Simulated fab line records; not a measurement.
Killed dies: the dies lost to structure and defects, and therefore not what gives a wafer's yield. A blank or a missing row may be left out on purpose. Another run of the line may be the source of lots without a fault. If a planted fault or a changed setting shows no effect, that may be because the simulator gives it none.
Which tool did it? ; flow n5 finfet ; 6 lots with 18 wafers sampled at 3 steps, on a route of 1938 steps

## WHAT EACH GAUGE READ, for each wafer
N5_PMOS_HMC_CHANNEL_EPI_CD_MEAS_09: the cd target is 237.4 nm.
lot;measured;on;cd nm (nm)
L547;day 1 23:13;cd sem-01;237.6 234.7 236.0
L549;day 2 11:50;cd sem-01;239.1 237.6 237.3
L551;day 2 23:49;cd sem-01;237.2 237.2 238.7
L558;day 4 18:01;cd sem-03;234.9 237.8 236.1
L562;day 5 17:10;cd sem-03;237.1 237.7 238.0
L568;day 7 05:23;cd sem-03;236.9 236.4 236.8

## EACH LOT AND THE TOOL THAT RAN IT (in order: tool; ch and the chambers of the sampled wafers; start)
lot;N5_PMOS_HMC_CHANNEL_EPI_HM_DEP_34;N5_PMOS_HMC_CHANNEL_EPI_PEB_07
L547;pecvd-02 ch 0,1,2, day 1 22:57;litho track-01 ch 0, day 1 23:10
L549;pecvd-04 ch 0,1,2, day 2 11:33;litho track-04 ch 0, day 2 11:46
L551;pecvd-04 ch 1,2, day 2 23:25;litho track-03 ch 0, day 2 23:45
L558;pecvd-01 ch 1,2, day 4 17:37;litho track-01 ch 0, day 4 17:58
L562;pecvd-01 ch 0,2, day 5 16:44;litho track-03 ch 0, day 5 17:05
L568;pecvd-01 ch 0,1,2, day 7 05:07;litho track-01 ch 0, day 7 05:20
- N5_PMOS_HMC_CHANNEL_EPI_HM_DEP_34: deposits SiO2 from TEOS/O2, target thk 36 nm, time 6.9 s.
- N5_PMOS_HMC_CHANNEL_EPI_PEB_07: peb time 60 s.

## THE ANSWER, worked out from the rows above alone
Rule: the usual values come from the lots themselves. Put in order of their means at a reading, lots are off if they are a third of the lots or fewer, leave a main group of 4 or more, and stand apart from it by a gap of 3 or more times the standard deviation of the main group's means; of several such gaps the widest counts. If all means in a main group match to the digits the tables above print for the reading, that group is not used. A lot without any number at a reading at which 4 lots or more have one is off too. All remaining lots with rows at the step are treated as sound.
No lot is off at any reading shown: from this, nothing can be told.

## WHAT HAD BEEN PUT IN BY THE SIMULATOR
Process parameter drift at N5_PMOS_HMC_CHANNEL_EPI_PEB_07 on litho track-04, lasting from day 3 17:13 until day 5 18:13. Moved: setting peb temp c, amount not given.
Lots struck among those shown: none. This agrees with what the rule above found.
